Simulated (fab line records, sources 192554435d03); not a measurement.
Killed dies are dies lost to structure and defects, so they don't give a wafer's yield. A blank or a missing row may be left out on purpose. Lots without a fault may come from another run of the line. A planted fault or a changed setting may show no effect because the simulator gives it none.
Chamber matching | flow n5_finfet | N5_PASSIVATION_DESCUM_32 on rie_diel-04: 4 sister chambers
The step chemistry O2, time 7.9 s. 4 wafers are shown with their chamber, then 7 later ones without.

WAFERS WITH THEIR CHAMBER
wafer  | chamber | showerhead_plenum_p_Torr (Torr)
L408.2 | 2       | 2.03
L409.6 | 3       | 2.03
L412.2 | 1       | 2.16
L412.4 | 0       | 2.21

WAFERS WITHOUT THEIR CHAMBER
wafer  | showerhead_plenum_p_Torr (Torr)
L412.6 | 2.21
L413.2 | 2.03
L413.3 | 2.21
L413.6 | 2.03
L426.3 | 2.15
L426.5 | 2.15
L426.6 | 2.01

WHICH CHAMBER EACH WENT THROUGH
wafer  | from the rows above     | in truth
L412.6 | 0                       | 0
L413.2 | can't be placed: 2 or 3 | 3
L413.3 | 0                       | 0
L413.6 | can't be placed: 2 or 3 | 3
L426.3 | 1                       | 1
L426.5 | 1                       | 1
L426.6 | can't be placed: 2 or 3 | 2
Placed correctly: 4 of 7. Can't be placed from these rows: 3 (the true chamber is among the candidates in 3). Placed wrongly: 0.
How it was worked out, from the rows above alone: a wafer's distance from a chamber is the root of the sum, over the readings, of the square of ((its reading less the chamber's mean) divided by the reading's scatter). The wafer belongs to the nearest chamber; if the next one is less than 2 further off, it can't be placed. A chamber's mean is the mean of its shown wafers. The scatter: with one shown wafer a chamber, the root of the mean of the squares of how far each hidden wafer lies from its nearest shown one.
